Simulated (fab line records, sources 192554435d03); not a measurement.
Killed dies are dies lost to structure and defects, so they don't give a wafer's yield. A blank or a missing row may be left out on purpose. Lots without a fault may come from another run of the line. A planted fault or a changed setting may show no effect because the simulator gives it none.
Chamber matching | flow n5_finfet | N5_DUMMY_GATE_ETCH_44 on rie_si-05: 4 sister chambers
The step etches poly-Si in HBr/O2, stops on SiO2, target depth 127.5 nm. 20 wafers are shown with their chamber, then 10 later ones without.

WAFERS WITH THEIR CHAMBER
wafer  | chamber | throttle_valve_pct (%) | drypump_motor_current_A (A) | oes_product_au (a.u.)
L076.2 | 2       | 18.75                  | 5.2                         | 0.723
L076.5 | 1       | 18.42                  | 5.8                         | 0.735
L076.6 | 2       | 18.76                  | 5.2                         | 0.716
L080.1 | 1       | 18.43                  | 5.8                         | 0.727
L080.4 | 3       | 18.50                  | 4.8                         | 0.701
L080.5 | 1       | 18.41                  | 5.9                         | 0.740
L082.1 | 3       | 18.51                  | 4.8                         | 0.712
L082.2 | 2       | 18.75                  | 5.2                         | 0.722
L082.4 | 0       | 18.32                  | 5.0                         | 0.717
L083.1 | 2       | 18.75                  | 5.1                         | 0.720
L083.3 | 1       | 18.41                  | 5.8                         | 0.731
L083.5 | 1       | 18.40                  | 5.8                         | 0.734
L085.3 | 2       | 18.76                  | 5.1                         | 0.732
L085.5 | 3       | 18.52                  | 4.8                         | 0.722
L085.6 | 0       | 18.33                  | 5.0                         | 0.737
L087.3 | 0       | 18.33                  | 5.0                         | 0.729
L087.4 | 3       | 18.51                  | 4.8                         | 0.696
L087.5 | 1       | 18.43                  | 5.8                         | 0.732
L093.2 | 2       | 18.74                  | 5.1                         | 0.728
L093.4 | 3       | 18.51                  | 4.8                         | 0.711

SIGNATURES (means of the wafers above)
reading                 | chamber 0 | chamber 1 | chamber 2 | chamber 3 | scatter within a chamber
throttle_valve_pct      | 18.3267   | 18.4167   | 18.7517   | 18.5100   | 0.00896
drypump_motor_current_A | 5.000     | 5.817     | 5.150     | 4.800     | 0.0382
oes_product_au          | 0.72767   | 0.73317   | 0.72350   | 0.70840   | 0.00739
Rule: a wafer's distance from a chamber is the root of the sum, over the readings, of the square of ((its reading less the chamber's mean) divided by the reading's scatter). The wafer belongs to the nearest chamber; if the next one is less than 2 further off, it can't be placed. The scatter: the root of (the sum of the squares of (reading less its chamber's mean) over the shown wafers, divided by (wafers less chambers)).

WAFERS WITHOUT THEIR CHAMBER
wafer  | throttle_valve_pct (%) | drypump_motor_current_A (A) | oes_product_au (a.u.)
L093.6 | 18.31                  | 5.0                         | 0.724
L094.3 | 18.76                  | 5.1                         | 0.730
L094.5 | 18.33                  | 5.0                         | 0.731
L094.6 | 18.49                  | 4.8                         | 0.710
L095.1 | 18.41                  | 5.8                         | 0.735
L095.3 | 18.51                  | 4.8                         | 0.702
L095.6 | 18.50                  | 4.8                         | 0.706
L097.1 | 18.51                  | 4.8                         | 0.709
L097.3 | 18.76                  | 5.2                         | 0.732
L097.6 | 18.75                  | 5.1                         | 0.732

WHICH CHAMBER EACH WENT THROUGH
wafer  | from the rows above | in truth
L093.6 | 0                   | 0
L094.3 | 2                   | 2
L094.5 | 0                   | 0
L094.6 | 3                   | 3
L095.1 | 1                   | 1
L095.3 | 3                   | 3
L095.6 | 3                   | 3
L097.1 | 3                   | 3
L097.3 | 2                   | 2
L097.6 | 2                   | 2
Placed correctly: 10 of 10. Can't be placed from these rows: 0. Placed wrongly: 0.
